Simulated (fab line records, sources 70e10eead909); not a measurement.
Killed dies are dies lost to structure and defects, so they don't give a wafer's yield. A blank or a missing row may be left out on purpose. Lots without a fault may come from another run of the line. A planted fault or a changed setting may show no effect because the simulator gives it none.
fab line records | flow nand_harc
record lots=13 wafers=39 last_day=26
route steps=1159 shown P_M0@277 P_M1@290 END@1159
lots that met no fault: from a run of the same line without faults
start_h: hours from the record's first day to the start of the lot's first wafer shown | wait_h: hours since the lot's step before | " the same as in the row above | L1.1+2: a row that stands for several wafers | - no value, or no start given | * or withheld: withheld | < > ~ a bound
route shown NAME@n: a module of which the file shows steps, and the number in the route of the first | usual: mean/standard deviation of fault-free wafers | same: alike in all rows | chamber/n: place in a boat | sites: the reading at each site | _std_site: their standard deviation | _edge_site: outer sites' mean less inner sites' | radius_mm: how far each site lies from the wafer's centre | mask NAME#n: copy n | behind: the tool/chamber that last shaped the wafer | hold: why the lot was held/for how many hours/how that ended | device: the transistor (n, p or np) that didn't switch | end of line: the same wafers' tests at the end of the route | a step without rows: its recipe alone | killed: dies lost to structure and defects at the first sort, not the wafer's yield | map: a wafer's dies, x killed, . not, _ none there
set.NAME: the setting as run; set.NAME@STEP: as run at that earlier step | model.NAME: the simulator's own value behind a step, which no gauge read
steps of the route over a sample of lots; a table a step, a row a wafer
services: from which hour (start_h, from the record's first day; less than 0 if before it) a tool's chamber was out of use, for how many hours, and why
## steps
# step NHARC_P_M0_ANNEAL_30
# recipe temp_c=225 time_s=90
# usual anneal_temp_c_max=225.78/0.21 wafer_temp_C_max=226.40/0.28
# columns lot.wafer tool chamber start_h wait_h anneal_temp_c_max wafer_temp_C_max
L112.3 rtp_anneal-02 0 116.62 0.3 225.89 226.70
L112.4 " 0 " " 225.78 227.01
L112.5 " 0 " " 226.17 226.63
L114.1 rtp_anneal-02 0 131.34 - 225.37 226.60
L114.3 " 0 " " 225.52 226.35
L114.4 " 0 " " 225.45 226.09
L116.1 rtp_anneal-02 0 138.40 - 226.24 226.89
L116.2 " 0 " " 225.95 226.44
L116.4 " 0 " " 225.91 226.33
L118.2 rtp_anneal-01 0 154.24 0.3 225.83 225.85
L118.3 " 0 " " 225.96 226.34
L118.5 " 0 " " 225.81 226.27
L117.2 rtp_anneal-02 0 154.65 0.4 225.70 226.59
L117.4 " 0 " " 225.44 226.28
L117.5 " 0 " " 225.54 226.67
L123.2 rtp_anneal-02 0 194.68 0.3 225.69 226.25
L123.4 " 0 " " 226.06 226.33
L123.6 " 0 " " 225.97 225.87
L127.2 rtp_anneal-01 0 205.27 0.5 226.14 226.46
L127.4 " 0 " " 225.72 226.07
L127.5 " 0 " " 226.26 226.23
L128.2 rtp_anneal-01 0 221.28 - 225.69 226.38
L128.5 " 0 " " 225.58 226.66
L128.6 " 0 " " 225.69 226.39
L130.1 rtp_anneal-02 0 225.16 - 225.60 226.69
L130.3 " 0 " " 225.49 226.58
L130.4 " 0 " " 225.95 226.67
L129.2 rtp_anneal-01 0 225.80 0.4 225.89 226.19
L129.3 " 0 " " 225.91 226.20
L129.6 " 0 " " 225.79 226.67
L132.1 rtp_anneal-02 0 236.29 - 225.75 225.90
L132.2 " 0 " " 225.90 226.16
L132.3 " 0 " " 225.97 226.27
L133.2 rtp_anneal-01 0 239.23 - 226.20 226.24
L133.3 " 0 " " 226.16 226.31
L133.6 " 0 " " 226.04 226.24
L135.2 rtp_anneal-01 0 254.20 0.3 225.66 226.35
L135.4 " 0 " " 225.68 225.84
L135.6 " 0 " " 225.56 226.57
# step NHARC_P_M0_THK_MEAS_24
# recipe thk_meas_gauge=xrf
# usual thk_nm=117.2/1.6
# columns lot.wafer tool chamber start_h wait_h thk_nm
L112.3 film_metro-02 - 117.19 - 116.9
L112.4 " - " " 117.9
L112.5 " - " " 116.7
L114.1 film_metro-02 - 132.00 - 114.1
L114.3 " - " " 116.7
L114.4 " - " " 116.0
L116.1 film_metro-02 - 139.06 - 116.0
L116.2 " - " " 116.7
L116.4 " - " " 117.9
L118.2 film_metro-01 - 154.87 - 120.1
L118.3 " - " " 118.3
L118.5 " - " " 118.1
L117.2 film_metro-01 - 155.26 - 116.9
L117.4 " - " " 116.7
L117.5 " - " " 118.5
L123.2 film_metro-01 - 195.29 - 114.9
L123.4 " - " " 117.5
L123.6 " - " " 115.6
L127.2 film_metro-01 - 205.87 - 118.5
L127.4 " - " " 116.2
L127.5 " - " " 116.3
L128.2 film_metro-02 - 221.88 - 119.3
L128.5 " - " " 116.2
L128.6 " - " " 116.9
L130.1 film_metro-02 - 225.83 - 118.1
L130.3 " - " " 115.3
L130.4 " - " " 115.3
L129.2 film_metro-02 - 226.41 - 115.8
L129.3 " - " " 116.6
L129.6 " - " " 116.3
L132.1 film_metro-02 - 236.95 - 117.3
L132.2 " - " " 113.4
L132.3 " - " " 116.0
L133.2 film_metro-02 - 239.85 - 117.0
L133.3 " - " " 116.0
L133.6 " - " " 118.6
L135.2 film_metro-01 - 254.80 - 118.8
L135.4 " - " " 118.2
L135.6 " - " " 119.6
# step NHARC_P_M1_SOFTBAKE_04
# recipe temp_c=105 time_s=55
# usual heater_power_total_W=188.46/0.15 plate_temp_C=105.01/0.15
# columns lot.wafer tool chamber start_h wait_h heater_power_total_W plate_temp_C
L112.3 litho_track-01 0 118 - 188.34 105.35
L112.4 " 0 " " 188.71 105.30
L112.5 " 0 " " 188.31 105.30
L114.1 litho_track-06 0 133 - 188.77 104.80
L114.3 " 0 " " 188.43 104.94
L114.4 " 0 " " 188.45 104.93
L116.1 litho_track-06 0 140 - 188.40 104.78
L116.2 " 0 " " 188.49 104.99
L116.4 " 0 " " 188.41 105.03
L118.2 litho_track-01 0 156 - 188.45 105.31
L118.3 " 0 " " 188.34 105.23
L118.5 " 0 " " 188.23 105.05
L117.2 litho_track-04 0 156 - 188.49 104.89
L117.4 " 0 " " 188.62 104.82
L117.5 " 0 " " 188.32 105.00
L123.2 litho_track-04 0 196 - 201.28 110.01
L123.4 " 0 " " 201.49 109.95
L123.6 " 0 " " 201.54 110.26
L127.2 litho_track-06 0 207 - 188.56 105.04
L127.4 " 0 " " 188.44 104.92
L127.5 " 0 " " 188.37 104.96
L128.2 litho_track-04 0 222 - 201.11 110.11
L128.5 " 0 " " 201.05 110.25
L128.6 " 0 " " 201.13 110.13
L130.1 litho_track-06 0 226 - 188.35 105.09
L130.3 " 0 " " 188.40 105.04
L130.4 " 0 " " 188.57 105.10
L129.2 litho_track-01 0 227 - 188.28 104.93
L129.3 " 0 " " 188.33 104.81
L129.6 " 0 " " 188.46 104.82
L132.1 litho_track-01 0 238 - 188.38 105.13
L132.2 " 0 " " 188.31 104.92
L132.3 " 0 " " 188.30 104.84
L133.2 litho_track-01 0 240 - 188.37 105.20
L133.3 " 0 " " 188.38 105.05
L133.6 " 0 " " 188.43 105.07
L135.2 litho_track-01 0 255 - 188.19 104.89
L135.4 " 0 " " 188.41 104.87
L135.6 " 0 " " 188.44 104.96
# step NHARC_P_M1_OVL_MEAS_10
# recipe pitch_nm=260
# usual overlay_x_nm=0.6/0.75 overlay_y_nm=0.0/0.89
# columns lot.wafer tool chamber start_h wait_h overlay_x_nm overlay_y_nm
L112.3 overlay-02 - 118.85 - 0.5 0.1
L112.4 " - " " 0.4 -0.6
L112.5 " - " " -0.2 -0.6
L114.1 overlay-01 - 133.52 - 0.4 0.9
L114.3 " - " " 0.2 0.4
L114.4 " - " " 0.4 0.1
L116.1 overlay-01 - 140.71 - -0.6 -1.0
L116.2 " - " " 0.2 -1.5
L116.4 " - " " 0.1 -1.0
L118.2 overlay-01 - 156.63 - 0.9 0.0
L118.3 " - " " 0.7 0.0
L118.5 " - " " 0.6 -0.6
L117.2 overlay-01 - 156.82 - 1.3 1.5
L117.4 " - " " 1.9 1.7
L117.5 " - " " 1.7 1.6
L123.2 overlay-02 - 196.96 - 0.5 -0.8
L123.4 " - " " -0.4 -0.4
L123.6 " - " " -0.1 -0.3
L127.2 overlay-02 - 207.54 - -0.4 0.1
L127.4 " - " " -0.3 -0.5
L127.5 " - " " 0.0 0.1
L128.2 overlay-01 - 223.37 - 1.9 1.6
L128.5 " - " " 1.8 0.6
L128.6 " - " " 1.7 1.1
L130.1 overlay-01 - 227.50 - 0.8 0.1
L130.3 " - " " 0.5 -0.1
L130.4 " - " " 0.8 -0.5
L129.2 overlay-01 - 228.04 - -0.9 -0.6
L129.3 " - " " -0.3 -0.6
L129.6 " - " " -0.1 -0.2
L132.1 overlay-01 - 238.88 - 0.8 0.6
L132.2 " - " " 0.4 0.5
L132.3 " - " " 0.4 0.2
L133.2 overlay-02 - 241.46 - 0.5 0.0
L133.3 " - " " 0.0 -0.2
L133.6 " - " " -0.2 0.1
L135.2 overlay-01 - 256.45 - 0.0 0.5
L135.4 " - " " -0.1 1.1
L135.6 " - " " 0.0 0.7
# step NHARC_END_SORT_01
# recipe temp_c=25
# usual defect_limited_yield=95.5/1.8 killed_at_array=27/11 killed_at_other=0.6/1 killed_at_periphery=3.0/2.1 killed_dies=31/12 killed_open=3.2/1.7 killed_short=1.7/1.4 sort_bin_2_pct=1.4/0.68 sort_bin_3_pct=0.25/0.2 sort_bin_4_pct=2.9/1.2 sort_n_pass=646/12 sort_rim_yield_pct=95.7/2.8 sort_yield_pct=95.5/1.8
# same gross_dies=677 sort_bin_5_pct[%]=0 sort_bin_6_pct[%]=0 sort_bin_7_pct[%]=0 sort_bin_8_pct[%]=0 sort_rim_n_gross=106.00
# columns lot.wafer tool chamber start_h wait_h defect_limited_yield[%] killed_at_array killed_at_other killed_at_periphery killed_dies killed_open killed_short sort_bin_2_pct[%] sort_bin_3_pct[%] sort_bin_4_pct[%] sort_n_pass sort_rim_yield_pct[%] sort_yield_pct[%]
L112.3 prober-01 0 462.26 3.1 96.3 23 1 1 25 4 1 0.4 0.30 3.0 652 94.3 96.3
L112.4 prober-01 0 463.04 3.3 96.3 23 0 2 25 3 1 1.8 0.15 1.8 652 94.3 96.3
L112.5 prober-01 0 463.83 3.6 96.6 21 1 1 23 2 1 0.4 0.15 2.8 654 93.4 96.6
L114.1 prober-02 0 468.63 2.5 95.9 24 0 4 28 4 0 1.3 0.15 2.7 649 94.3 95.9
L114.3 prober-02 0 470.22 3.1 96.0 21 1 5 27 2 2 1.5 0 2.5 650 98.1 96.0
L114.4 prober-02 0 471.01 3.4 94.1 38 1 1 40 2 3 2.4 0.44 3.1 637 91.5 94.1
L116.1 prober-02 0 476.48 2.6 96.6 19 2 2 23 4 1 1.9 0 1.5 654 97.2 96.6
L116.2 prober-02 0 477.26 2.8 95.3 30 0 2 32 5 0 1.6 0.30 2.8 645 97.2 95.3
L116.4 prober-02 0 478.82 3.4 95.0 27 3 4 34 4 2 1.3 0.15 3.5 643 96.2 95.0
L118.2 prober-01 0 483.06 2.8 96.5 20 0 4 24 4 4 1.3 0.44 1.8 653 94.3 96.5
L118.3 prober-01 0 483.86 3.1 97.9 14 0 0 14 0 1 0.3 0.30 1.5 663 99.1 97.9
L118.5 prober-01 0 485.46 3.7 96.6 21 0 2 23 2 1 1.0 0 2.4 654 97.2 96.6
L117.2 prober-02 0 497.71 2.8 95.3 30 1 1 32 3 2 1.0 0.30 3.4 645 93.4 95.3
L117.4 prober-02 0 499.29 3.4 94.8 31 0 4 35 4 2 1.2 0.15 3.8 642 93.4 94.8
L117.5 prober-02 0 500.08 3.7 96.3 22 1 2 25 3 4 1.0 0.15 2.5 652 97.2 96.3
L123.2 prober-01 0 512.16 2.8 96.3 22 1 2 25 5 0 1.5 0.44 1.8 652 95.3 96.3
L123.4 prober-01 0 513.78 3.4 96.9 18 1 2 21 2 0 0.7 0.15 2.2 656 92.5 96.9
L123.6 prober-01 0 515.39 4.0 95.3 26 0 6 32 4 3 1.8 0.30 2.7 645 92.5 95.3
L127.2 prober-02 0 522.45 2.8 94.2 34 0 5 39 2 1 1.3 0.30 4.1 638 96.2 94.2
L127.4 prober-02 0 524.06 3.4 94.7 28 1 7 36 5 1 1.3 0.15 3.8 641 95.3 94.7
L127.5 prober-02 0 524.86 3.7 95.9 27 0 1 28 4 0 1.5 0.15 2.5 649 98.1 95.9
L128.2 prober-01 0 540.81 2.8 92.2 48 4 1 53 1 2 2.5 0.30 5.0 624 98.1 92.2
L128.5 prober-01 0 543.24 3.7 93.1 40 3 4 47 4 2 2.5 0.44 4.0 630 95.3 93.1
L128.6 prober-01 0 544.05 4.0 93.6 36 2 5 43 0 1 2.1 0.74 3.5 634 98.1 93.6
L130.1 prober-01 0 549.31 2.5 93.9 39 0 2 41 3 1 1.5 0.89 3.7 636 89.6 93.9
L130.3 prober-01 0 550.93 3.1 91.4 57 0 1 58 5 3 3.8 0.30 4.4 619 91.5 91.4
L130.4 prober-01 0 551.73 3.4 92.6 46 1 3 50 4 1 2.2 0.15 5.0 627 87.7 92.6
L129.2 prober-02 0 550.09 2.8 96.5 19 1 4 24 2 2 1.5 0.30 1.8 653 95.3 96.5
L129.3 prober-02 0 550.90 3.1 96.2 19 2 5 26 2 3 0.7 0.44 2.7 651 98.1 96.2
L129.6 prober-02 0 553.32 4.0 97.0 10 0 10 20 3 1 0.6 0.30 2.1 657 98.1 97.0
L132.1 prober-01 0 564.35 2.5 91.9 49 0 6 55 5 1 2.1 0.15 5.9 622 93.4 91.9
L132.2 prober-01 0 565.16 2.8 92.2 50 1 2 53 2 3 2.5 0.30 5.0 624 93.4 92.2
L132.3 prober-01 0 565.97 3.1 92.6 45 0 5 50 6 2 1.9 0.15 5.3 627 88.7 92.6
L133.2 prober-01 0 577.66 2.8 91.7 54 0 2 56 2 0 2.7 0.59 5.0 621 96.2 91.7
L133.3 prober-01 0 578.47 3.1 93.1 42 0 5 47 5 1 2.5 0.30 4.1 630 95.3 93.1
L133.6 prober-01 0 580.91 4.1 92.3 46 0 6 52 3 0 3.1 0.30 4.3 625 94.3 92.3
L135.2 prober-02 0 619.87 2.8 95.3 29 2 1 32 2 3 1.2 0.59 3.0 645 99.1 95.3
L135.4 prober-02 0 621.46 3.4 96.6 19 2 2 23 2 1 1.3 0.44 1.6 654 99.1 96.6
L135.6 prober-02 0 623.05 4.0 96.9 19 0 2 21 2 3 1.5 0.15 1.5 656 98.1 96.9
# killed by level:class
L112.3 A_CHANNEL_HOLE_D1:chamber_film_flake=10 A_SLIT:chamber_film_flake=3 A_CHANNEL_FILL_D1:chamber_film_flake=3 A_CHANNEL_FILL_D1:geometric_particle:open=2 A_ONON_D1:geometric_particle:open=1 A_CONTACT:geometric_particle:open=1 A_M1:geometric_particle:short=1 P_STI:chamber_film_flake=1
L112.4 A_CHANNEL_HOLE_D1:chamber_film_flake=12 A_CHANNEL_FILL_D1:chamber_film_flake=6 A_CONTACT:chamber_film_flake=2 P_CONTACT:geometric_particle:open=1 P_M0:geometric_particle:open=1 A_SGD_CUT:geometric_particle:short=1 A_SGD_CUT:geometric_particle:open=1 A_SLIT:chamber_film_flake=1
L112.5 A_CHANNEL_HOLE_D1:chamber_film_flake=12 A_CHANNEL_FILL_D1:chamber_film_flake=2 A_STAIRCASE:chamber_film_flake=2 A_CHANNEL_FILL_D1:geometric_particle:open=1 A_SGD_CUT:geometric_particle:open=1 A_CONTACT:geometric_particle:short=1 P_ZERO_WELL:chamber_film_flake=1 A_SLIT:chamber_film_flake=1
L114.1 A_CHANNEL_HOLE_D1:chamber_film_flake=9 A_SLIT:chamber_film_flake=8 P_M1:chamber_film_flake=2 A_CONTACT:chamber_film_flake=2 P_M0:geometric_particle:open=1 A_CHANNEL_FILL_D1:geometric_particle:open=1 A_SGD_CUT:geometric_particle:open=1 A_CONTACT:geometric_particle:open=1
L114.3 A_CHANNEL_HOLE_D1:chamber_film_flake=9 A_SLIT:chamber_film_flake=6 P_M1:chamber_film_flake=3 P_GATE:chamber_film_flake=2 A_ZERO_WELL:chamber_film_flake=2 A_SGD_CUT:geometric_particle:short=1 A_CONTACT:geometric_particle:short=1 A_BLC:geometric_particle:open=1
L114.4 A_CHANNEL_HOLE_D1:chamber_film_flake=17 A_SLIT:chamber_film_flake=13 A_CONTACT:chamber_film_flake=3 A_SGD_CUT:geometric_particle:short=2 A_ONON_D1:geometric_particle:open=1 A_ONON_D1:geometric_particle:short=1 STARTING-WAFER:geometric_particle:open=1 P_ZERO_WELL:chamber_film_flake=1
L116.1 A_SLIT:chamber_film_flake=8 A_CHANNEL_HOLE_D1:chamber_film_flake=5 A_CONTACT:geometric_particle:open=2 HYBRID_BOND:chamber_film_flake=2 P_M0:geometric_particle:short=1 P_M0:geometric_particle:open=1 A_WL_FILL:geometric_particle:open=1 A_STAIRCASE:chamber_film_flake=1
L116.2 A_CHANNEL_HOLE_D1:chamber_film_flake=11 A_SLIT:chamber_film_flake=9 A_STAIRCASE:chamber_film_flake=4 A_CONTACT:geometric_particle:open=3 A_CONTACT:chamber_film_flake=3 P_CONTACT:geometric_particle:open=2
L116.4 A_SLIT:chamber_film_flake=12 A_CHANNEL_HOLE_D1:chamber_film_flake=11 P_GATE:geometric_particle:open=2 HYBRID_BOND:chamber_film_flake=2 P_GATE:geometric_particle:short=1 P_M0:geometric_particle:open=1 A_CHANNEL_FILL_D1:geometric_particle:open=1 A_CONTACT:geometric_particle:short=1
L118.2 A_SGD_CUT:chamber_film_flake=8 A_SLIT:chamber_film_flake=3 A_WL_FILL:chamber_film_flake=2 P_CONTACT:geometric_particle:open=1 P_M0:geometric_particle:short=1 A_ONON_D1:geometric_particle:short=1 A_CHANNEL_FILL_D1:geometric_particle:short=1 A_CHANNEL_FILL_D1:geometric_particle:open=1
L118.3 A_SGD_CUT:chamber_film_flake=6 A_CHANNEL_HOLE_D1:chamber_film_flake=4 A_STAIRCASE:chamber_film_flake=3 A_CHANNEL_HOLE_D1:geometric_particle:short=1
L118.5 A_SGD_CUT:chamber_film_flake=9 A_CHANNEL_HOLE_D1:chamber_film_flake=5 A_SLIT:chamber_film_flake=2 P_CONTACT:geometric_particle:open=1 A_WL_FILL:geometric_particle:short=1 A_CONTACT:geometric_particle:open=1 P_GATE:chamber_film_flake=1 A_STAIRCASE:chamber_film_flake=1
L117.2 A_CHANNEL_HOLE_D1:chamber_film_flake=15 A_SLIT:chamber_film_flake=7 A_CONTACT:chamber_film_flake=3 A_WL_FILL:geometric_particle:open=2 P_CONTACT:geometric_particle:short=1 A_CHANNEL_FILL_D1:geometric_particle:open=1 A_M0:geometric_particle:short=1 A_SGD_CUT:chamber_film_flake=1
L117.4 A_SLIT:chamber_film_flake=15 A_CHANNEL_HOLE_D1:chamber_film_flake=9 A_STAIRCASE:chamber_film_flake=3 P_GATE:geometric_particle:open=1 P_CONTACT:geometric_particle:open=1 P_M1:geometric_particle:open=1 A_ONON_D1:geometric_particle:open=1 A_WL_FILL:geometric_particle:short=1
L117.5 A_CHANNEL_HOLE_D1:chamber_film_flake=10 A_STAIRCASE:chamber_film_flake=3 A_ONON_D1:geometric_particle:open=2 A_SLIT:chamber_film_flake=2 A_CONTACT:chamber_film_flake=2 P_CONTACT:geometric_particle:short=1 P_M0:geometric_particle:open=1 A_SOURCE_PLATE:geometric_particle:short=1
L123.2 A_CHANNEL_HOLE_D1:chamber_film_flake=12 A_CONTACT:chamber_film_flake=3 A_CONTACT:geometric_particle:open=2 A_STAIRCASE:chamber_film_flake=2 P_M0:geometric_particle:open=1 A_WL_FILL:geometric_particle:open=1 A_M1:geometric_particle:open=1 P_ZERO_WELL:chamber_film_flake=1
L123.4 A_CHANNEL_HOLE_D1:chamber_film_flake=12 A_STAIRCASE:chamber_film_flake=4 P_CONTACT:geometric_particle:open=1 A_WL_FILL:geometric_particle:open=1 P_GATE:chamber_film_flake=1 A_CHANNEL_FILL_D1:chamber_film_flake=1 THIN_TSV:chamber_film_flake=1
L123.6 A_CHANNEL_HOLE_D1:chamber_film_flake=15 A_STAIRCASE:chamber_film_flake=4 P_M0:geometric_particle:open=2 P_GATE:geometric_particle:open=1 P_CONTACT:geometric_particle:open=1 A_CHANNEL_HOLE_D1:geometric_particle:short=1 A_CHANNEL_FILL_D1:geometric_particle:short=1 A_WL_FILL:geometric_particle:short=1
L127.2 A_SLIT:chamber_film_flake=17 A_CHANNEL_HOLE_D1:chamber_film_flake=7 A_STAIRCASE:chamber_film_flake=5 A_CONTACT:chamber_film_flake=4 P_STI:chamber_film_flake=2 P_M0:geometric_particle:open=1 P_M2:geometric_particle:short=1 A_CONTACT:geometric_particle:open=1
L127.4 A_SLIT:chamber_film_flake=15 A_CHANNEL_HOLE_D1:chamber_film_flake=7 P_STI:chamber_film_flake=4 P_M1:geometric_particle:open=2 A_CONTACT:chamber_film_flake=2 P_CONTACT:geometric_particle:open=1 A_CHANNEL_HOLE_D1:geometric_particle:open=1 A_WL_FILL:geometric_particle:short=1
L127.5 A_SLIT:chamber_film_flake=14 A_STAIRCASE:chamber_film_flake=4 A_CHANNEL_HOLE_D1:chamber_film_flake=3 A_CONTACT:geometric_particle:open=2 A_CONTACT:chamber_film_flake=2 A_CHANNEL_FILL_D1:geometric_particle:open=1 A_M1:geometric_particle:open=1 P_STI:chamber_film_flake=1
L128.2 A_SLIT:chamber_film_flake=22 A_STAIRCASE:chamber_film_flake=11 A_CHANNEL_HOLE_D1:chamber_film_flake=6 A_CONTACT:chamber_film_flake=6 THIN_TSV:chamber_film_flake=4 A_ONON_D1:geometric_particle:short=1 A_CHANNEL_HOLE_D1:geometric_particle:short=1 A_CHANNEL_FILL_D1:geometric_particle:open=1
L128.5 A_SLIT:chamber_film_flake=18 A_STAIRCASE:chamber_film_flake=10 A_CHANNEL_HOLE_D1:chamber_film_flake=9 THIN_TSV:chamber_film_flake=3 P_GATE:geometric_particle:open=2 P_CONTACT:geometric_particle:short=1 A_ONON_D1:geometric_particle:short=1 A_STAIRCASE:geometric_particle:open=1
L128.6 A_SLIT:chamber_film_flake=19 A_STAIRCASE:chamber_film_flake=8 A_CHANNEL_HOLE_D1:chamber_film_flake=6 P_STI:chamber_film_flake=3 P_GATE:chamber_film_flake=2 A_CONTACT:chamber_film_flake=2 THIN_TSV:chamber_film_flake=2 A_WL_FILL:geometric_particle:short=1
L130.1 A_CHANNEL_HOLE_D1:chamber_film_flake=16 A_SLIT:chamber_film_flake=14 A_STAIRCASE:chamber_film_flake=3 A_CONTACT:chamber_film_flake=2 P_CONTACT:geometric_particle:open=1 A_CHANNEL_HOLE_D1:geometric_particle:open=1 A_CHANNEL_FILL_D1:geometric_particle:open=1 A_M0:geometric_particle:short=1
L129.2 A_CHANNEL_HOLE_D1:chamber_film_flake=5 A_STAIRCASE:chamber_film_flake=4 A_CONTACT:chamber_film_flake=3 P_STI:chamber_film_flake=2 P_GATE:chamber_film_flake=2 A_ZERO_WELL:chamber_film_flake=2 A_ONON_D1:geometric_particle:short=1 A_CHANNEL_HOLE_D1:geometric_particle:short=1
L129.3 A_CHANNEL_HOLE_D1:chamber_film_flake=6 A_CONTACT:chamber_film_flake=6 P_STI:chamber_film_flake=3 A_WL_FILL:chamber_film_flake=2 THIN_TSV:chamber_film_flake=2 P_ZERO_WELL:geometric_particle:open=1 A_ONON_D1:geometric_particle:short=1 A_CHANNEL_FILL_D1:geometric_particle:short=1
L130.3 A_SLIT:chamber_film_flake=23 A_CHANNEL_HOLE_D1:chamber_film_flake=18 A_CONTACT:chamber_film_flake=4 A_CONTACT:geometric_particle:open=2 A_M0:geometric_particle:open=2 A_SOURCE_PLATE:geometric_particle:short=1 A_SGD_CUT:geometric_particle:short=1 A_WL_FILL:geometric_particle:short=1
L130.4 A_CHANNEL_HOLE_D1:chamber_film_flake=18 A_SLIT:chamber_film_flake=16 A_CHANNEL_FILL_D1:chamber_film_flake=4 P_CONTACT:geometric_particle:open=2 A_CONTACT:chamber_film_flake=2 A_CONTACT:geometric_particle:open=2 A_STAIRCASE:chamber_film_flake=2 A_CHANNEL_FILL_D1:geometric_particle:short=1
L129.6 P_STI:chamber_film_flake=4 A_CHANNEL_HOLE_D1:chamber_film_flake=3 A_CONTACT:chamber_film_flake=3 P_M0:geometric_particle:open=2 A_STAIRCASE:chamber_film_flake=2 P_GATE:geometric_particle:open=1 A_CONTACT:geometric_particle:short=1 P_ZERO_WELL:chamber_film_flake=1
L132.1 A_SLIT:chamber_film_flake=20 A_CHANNEL_HOLE_D1:chamber_film_flake=10 A_STAIRCASE:chamber_film_flake=10 A_CONTACT:chamber_film_flake=6 P_M2:geometric_particle:open=2 A_SGD_CUT:chamber_film_flake=2 P_GATE:geometric_particle:open=1 P_CONTACT:geometric_particle:short=1
L132.2 A_SLIT:chamber_film_flake=17 A_CHANNEL_HOLE_D1:chamber_film_flake=16 A_STAIRCASE:chamber_film_flake=5 A_SGD_CUT:chamber_film_flake=4 A_CONTACT:chamber_film_flake=4 P_GATE:geometric_particle:short=1 A_ONON_D1:geometric_particle:open=1 A_SGD_CUT:geometric_particle:short=1
L132.3 A_SLIT:chamber_film_flake=18 A_CHANNEL_HOLE_D1:chamber_film_flake=9 A_CONTACT:chamber_film_flake=7 A_STAIRCASE:chamber_film_flake=3 A_SGD_CUT:chamber_film_flake=3 P_GATE:geometric_particle:open=1 P_CONTACT:geometric_particle:open=1 P_M0:geometric_particle:open=1
L133.2 A_SLIT:chamber_film_flake=25 A_STAIRCASE:chamber_film_flake=13 A_CHANNEL_HOLE_D1:chamber_film_flake=10 A_CONTACT:chamber_film_flake=2 A_SGD_CUT:geometric_particle:open=1 A_CONTACT:geometric_particle:open=1 P_GATE:chamber_film_flake=1 P_BONDPAD:chamber_film_flake=1
L133.3 A_SLIT:chamber_film_flake=16 A_CONTACT:chamber_film_flake=7 A_CHANNEL_HOLE_D1:chamber_film_flake=6 A_STAIRCASE:chamber_film_flake=6 P_BONDPAD:chamber_film_flake=3 P_GATE:geometric_particle:open=1 P_M1:geometric_particle:open=1 A_ONON_D1:geometric_particle:open=1
L133.6 A_SLIT:chamber_film_flake=18 A_CHANNEL_HOLE_D1:chamber_film_flake=9 A_CONTACT:chamber_film_flake=8 A_STAIRCASE:chamber_film_flake=8 P_STI:chamber_film_flake=2 P_BONDPAD:chamber_film_flake=2 P_M2:geometric_particle:open=1 A_CONTACT:geometric_particle:open=1
L135.2 A_CHANNEL_HOLE_D1:chamber_film_flake=10 A_STAIRCASE:chamber_film_flake=9 A_CONTACT:chamber_film_flake=4 P_M0:geometric_particle:open=1 A_SOURCE_PLATE:geometric_particle:short=1 A_ONON_D1:geometric_particle:short=1 A_SGD_CUT:geometric_particle:short=1 A_WL_FILL:geometric_particle:open=1
L135.4 A_CHANNEL_HOLE_D1:chamber_film_flake=11 A_STAIRCASE:chamber_film_flake=3 A_CONTACT:chamber_film_flake=2 THIN_TSV:chamber_film_flake=2 P_CONTACT:geometric_particle:open=1 P_M0:geometric_particle:open=1 A_WL_FILL:geometric_particle:short=1 A_SLIT:chamber_film_flake=1
L135.6 A_CHANNEL_HOLE_D1:chamber_film_flake=11 A_CONTACT:chamber_film_flake=4 A_WL_FILL:geometric_particle:short=2 P_M0:geometric_particle:short=1 P_M2:geometric_particle:open=1 A_ONON_D1:geometric_particle:open=1 A_STAIRCASE:chamber_film_flake=1
## services
# columns tool chamber start_h hours kind
litho_track-01 - 93.00 7.0 pm
litho_track-06 - 117.00 7.0 pm
litho_track-04 - 141.00 7.0 pm
## key
first_sign step=NHARC_P_M1_SOFTBAKE_04 reading=heater_power_total_W direction=up sigmas=86 usual=* struck=*
effect step=NHARC_P_M1_SOFTBAKE_04 reading=plate_temp_C direction=up sigmas=33 usual=* struck=*
met_at NHARC_P_M1_SOFTBAKE_04
struck_lots L123,L128
loop_trim step=NHARC_P_M1_EXPOSE_06 setting=dose lots=L128
not_acting_at NHARC_P_M0_ANNEAL_30,NHARC_P_M0_THK_MEAS_24,NHARC_P_M1_OVL_MEAS_10
onset_between 156 196
fault kind=process_parameter_drift tool=litho_track-04 chamber=- onset_h=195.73 steps=NHARC_P_M1_SOFTBAKE_04 channel=temp_c offset=* shape=step end_h=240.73 acts_in=* stated=*
# loop_trim: a control loop set the setting to another value than it would have without faults
